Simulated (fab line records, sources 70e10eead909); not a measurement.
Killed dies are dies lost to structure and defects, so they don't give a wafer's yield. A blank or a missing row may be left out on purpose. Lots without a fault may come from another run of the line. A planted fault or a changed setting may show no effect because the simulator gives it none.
Which tool did it? | flow nand_harc | 14 lots, 40 wafers sampled, at 6 steps of a route of 1159

WHAT THE GAUGES READ, wafer by wafer
NHARC_A_SOURCE_PLATE_THK_MEAS_06: measures by ellipsometry. Usual: thk_nm 200.4 nm, standard deviation 2.1.
lot  | measured     | on            | thk_nm (nm)       | flag
L909 | day 7 03:37  | film_metro-02 | 199.6 198.8 197.3 |
L910 | day 7 20:47  | film_metro-01 | 200.4 198.8 199.1 |
L911 | day 7 20:47  | film_metro-02 | 198.6 199.8 199.0 |
L912 | day 7 20:47  | film_metro-02 | 200.8 200.3 201.5 |
L913 | day 8 20:38  | film_metro-01 | 201.9 202.1 204.0 |
L915 | day 9 08:41  | film_metro-02 | 202.9 199.6 199.8 |
L918 | day 9 15:54  | film_metro-01 | 198.5 198.5 197.3 |
L919 | day 10 00:37 | film_metro-02 | 202.3 201.8 201.2 |
L922 | day 10 16:17 | film_metro-01 | 198.4 201.8 199.5 |
L921 | day 11 05:21 | film_metro-02 | 200.0 201.8 203.3 |
L925 | day 11 13:41 | film_metro-02 | 202.8 204.8       |
L926 | day 11 20:44 | film_metro-02 | 202.9 198.0       |
L929 | day 12 10:50 | film_metro-02 | 202.2 200.7 200.7 |
L931 | day 12 20:45 | film_metro-02 | 201.7 202.3 199.9 |

NHARC_A_ONON_D1_THK_MEAS_02: measures by ellipsometry. Usual: thk_nm 1000 nm, standard deviation 6.3.
lot  | measured     | on            | thk_nm (nm)    | flag
L909 | day 7 04:16  | film_metro-02 | 999 998 997    |
L910 | day 7 21:26  | film_metro-02 | 1007 1007 1007 |
L911 | day 7 21:47  | film_metro-02 | 993 993 991    |
L912 | day 7 21:26  | film_metro-01 | 990 991 990    |
L913 | day 8 21:17  | film_metro-01 | 1002 1002 1001 |
L915 | day 9 09:22  | film_metro-01 | 1008 1008 1009 |
L918 | day 9 16:32  | film_metro-02 | 1005 1006 1003 |
L919 | day 10 01:16 | film_metro-01 | 1001 1001 998  |
L922 | day 10 17:00 | film_metro-01 | 1001 1002 1001 |
L921 | day 11 06:02 | film_metro-01 | 1010 1007 1006 |
L925 | day 11 14:20 | film_metro-02 | 843 1003       | OFF
L926 | day 11 21:24 | film_metro-01 | 844 845        | OFF
L929 | day 12 11:29 | film_metro-01 | 999 997 1000   |
L931 | day 12 21:25 | film_metro-02 | 1001 1000 1001 |

NHARC_END_SORT_01. Usual: killed_at_array 28, standard deviation 8.9; killed_at_other 0.8, standard deviation 1.2; killed_at_periphery 3.3, standard deviation 2.3; killed_dies 32, standard deviation 9.4; killed_open 3.2, standard deviation 1.8; killed_short 1.9, standard deviation 1.4.
lot  | measured     | on        | killed_at_array | killed_at_other | killed_at_periphery | killed_dies | killed_open | killed_short | flag
L925 | day 23 05:02 | prober-01 | 664 32          | 4 3             | 9 8                 | 677 43      | 5 3         | 0 2          | OFF
L926 | day 24 04:44 | prober-02 | 667 673         | 0 0             | 10 4                | 677 677     | 1 3         | 2 0          | OFF

WHICH TOOL RAN EACH LOT (tool, then ch and the chambers of the sampled wafers, then the start)
lot  | NHARC_P_BONDPAD_PRE_CLEAN_26            | NHARC_P_BONDPAD_CMP_19        | NHARC_A_ONON_D1_DEP_00
L909 | pvd_sputter-02, day 6 03:16 or earlier  | cmp-02 ch 1,2,3, day 6 03:16  | pecvd_onon-02 ch 0, day 7 03:52
L910 | pvd_sputter-03, day 6 20:55 or earlier  | cmp-01 ch 0,2,3, day 6 20:55  | pecvd_onon-01 ch 0, day 7 20:59
L911 | pvd_sputter-02, day 6 21:50 or earlier  | cmp-04 ch 2,3, day 6 21:50    | pecvd_onon-02 ch 0, day 7 21:19
L912 | pvd_sputter-03, day 6 23:03 or earlier  | cmp-02 ch 0,2, day 6 23:03    | pecvd_onon-02 ch 0, day 7 20:59
L913 | pvd_sputter-03, day 7 20:38 or earlier  | cmp-02 ch 1,2,3, day 7 20:38  | pecvd_onon-01 ch 0, day 8 20:50
L915 | pvd_sputter-03, day 8 07:14 or earlier  | cmp-01 ch 0,2,3, day 8 07:14  | pecvd_onon-02 ch 0, day 9 08:55
L918 | pvd_sputter-03, day 8 19:02 or earlier  | cmp-02 ch 2,3, day 8 19:02    | pecvd_onon-02 ch 0, day 9 16:02
L919 | pvd_sputter-03, day 9 00:14 or earlier  | cmp-04 ch 0,1,3, day 9 00:14  | pecvd_onon-01 ch 0, day 10 00:46
L922 | pvd_sputter-01, day 9 14:42 or earlier  | cmp-01 ch 0,1,2, day 9 14:42  | pecvd_onon-01 ch 0, day 10 16:28
L921 | pvd_sputter-03, day 10 02:26 or earlier | cmp-01 ch 0,1,2, day 10 02:26 | pecvd_onon-02 ch 0, day 11 05:38
L925 | pvd_sputter-03, day 10 13:34 or earlier | cmp-04 ch 2,3, day 10 13:34   | pecvd_onon-01 ch 0, day 11 13:49
L926 | pvd_sputter-01, day 10 21:03 or earlier | cmp-01 ch 0,2, day 10 21:03   | pecvd_onon-01 ch 0, day 11 20:53
L929 | pvd_sputter-02, day 11 11:13 or earlier | cmp-02 ch 0,1,2, day 11 11:13 | pecvd_onon-02 ch 0, day 12 11:02
L931 | pvd_sputter-01, day 11 21:05 or earlier | cmp-04 ch 0,3, day 11 21:05   | pecvd_onon-03 ch 0, day 12 20:54
- NHARC_P_BONDPAD_PRE_CLEAN_26: time 30 s.
- NHARC_P_BONDPAD_CMP_19: polishes, t overpolish 30 s, cu recess touch 16 s, target thk 160.81 nm.
- NHARC_A_ONON_D1_DEP_00: target thk 1000 nm.

WHAT THE TOOLS THEMSELVES READ (means of the sampled wafers that have a number; where no wafer has one, the mark that the record gives instead)
NHARC_P_BONDPAD_PRE_CLEAN_26. Usual: heater_power_w 391 W, standard deviation 33.
lot  | tool           | heater_power_w (W) | flag
L909 | pvd_sputter-02 | 367                |
L910 | pvd_sputter-03 | 411                |
L911 | pvd_sputter-02 | 376                |
L912 | pvd_sputter-03 | 419                |
L913 | pvd_sputter-03 | 419                |
L915 | pvd_sputter-03 | 394                |
L918 | pvd_sputter-03 | 427                |
L919 | pvd_sputter-03 | 419                |
L922 | pvd_sputter-01 | 369                |
L921 | pvd_sputter-03 | 414                |
L925 | pvd_sputter-03 | 397                |
L926 | pvd_sputter-01 | 340                |
L929 | pvd_sputter-02 | 374                |
L931 | pvd_sputter-01 | 333                |

NHARC_P_BONDPAD_CMP_19. Usual: motor_current_A 12.1 A, standard deviation 1.2; overpolish_run_s 30.000 s, standard deviation 0.0092.
lot  | tool   | motor_current_A (A) | overpolish_run_s (s) | flag
L909 | cmp-02 | 12.2                | 30.004               |
L910 | cmp-01 | 12.3                | 30.006               |
L911 | cmp-04 | 12.4                | 30.001               |
L912 | cmp-02 | 11.7                | 30.000               |
L913 | cmp-02 | 12.6                | 30.008               |
L915 | cmp-01 | 12.1                | 29.993               |
L918 | cmp-02 | 12.7                | 30.004               |
L919 | cmp-04 | 12.8                | 30.003               |
L922 | cmp-01 | 11.8                | 29.995               |
L921 | cmp-01 | 12.0                | 29.998               |
L925 | cmp-04 | 13.2                | 30.000               |
L926 | cmp-01 | 12.7                | 29.997               |
L929 | cmp-02 | 12.2                | 30.006               |
L931 | cmp-04 | 13.7                | 29.998               |

NHARC_A_ONON_D1_DEP_00. Usual: sih4_flow_sccm 210.0 sccm, standard deviation 0.57.
lot  | tool          | sih4_flow_sccm (sccm) | flag
L909 | pecvd_onon-02 | 210.3                 |
L910 | pecvd_onon-01 | 210.4                 |
L911 | pecvd_onon-02 | 210.5                 |
L912 | pecvd_onon-02 | 210.5                 |
L913 | pecvd_onon-01 | 210.2                 |
L915 | pecvd_onon-02 | 209.7                 |
L918 | pecvd_onon-02 | 209.9                 |
L919 | pecvd_onon-01 | 210.1                 |
L922 | pecvd_onon-01 | 210.1                 |
L921 | pecvd_onon-02 | 209.6                 |
L925 | pecvd_onon-01 | 209.7                 |
L926 | pecvd_onon-01 | 210.2                 |
L929 | pecvd_onon-02 | 210.1                 |
L931 | pecvd_onon-03 | 209.9                 |

THE ANSWER, worked out from the rows above alone
Rule: a lot is off if the mean of its wafers that have a number lies more than 3 standard deviations from the usual mean. A lot without any number at a reading at which 4 lots or more have one is off too. The other lots that the step has rows for count as sound. The gauges are gone through in route order, then the tools' own readings, and for those a lot's mean is taken as printed above. The first step at which some lot is off is used, and at that step the reading that is off furthest; a lot without a number counts as furthest.
Off: L925, L926, at NHARC_A_ONON_D1_THK_MEAS_02 (thk_nm).
A tool fits if, at a process step before that reading, it ran every lot that is off, and no sound lot after the first of them. The gauges at NHARC_A_ONON_D1_THK_MEAS_02 aren't tried: what is off there is off at NHARC_END_SORT_01 too, on other tools, and a gauge's error can't cause that. NHARC_P_BONDPAD_PRE_CLEAN_26 gives no start for some lots, so the hours and the order of its lots are those of NHARC_P_BONDPAD_CMP_19. One fits: pecvd_onon-01 at NHARC_A_ONON_D1_DEP_00. Its last sound lot is L922 (day 10 16:28), its first lot that is off L925 (day 11 13:49): a fault that began between those two fits.

WHAT THE SIMULATOR HAD PUT IN
Process parameter drift: pecvd_onon-01, from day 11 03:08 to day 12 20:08, at NHARC_A_ONON_D1_DEP_00. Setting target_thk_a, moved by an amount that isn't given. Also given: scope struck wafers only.
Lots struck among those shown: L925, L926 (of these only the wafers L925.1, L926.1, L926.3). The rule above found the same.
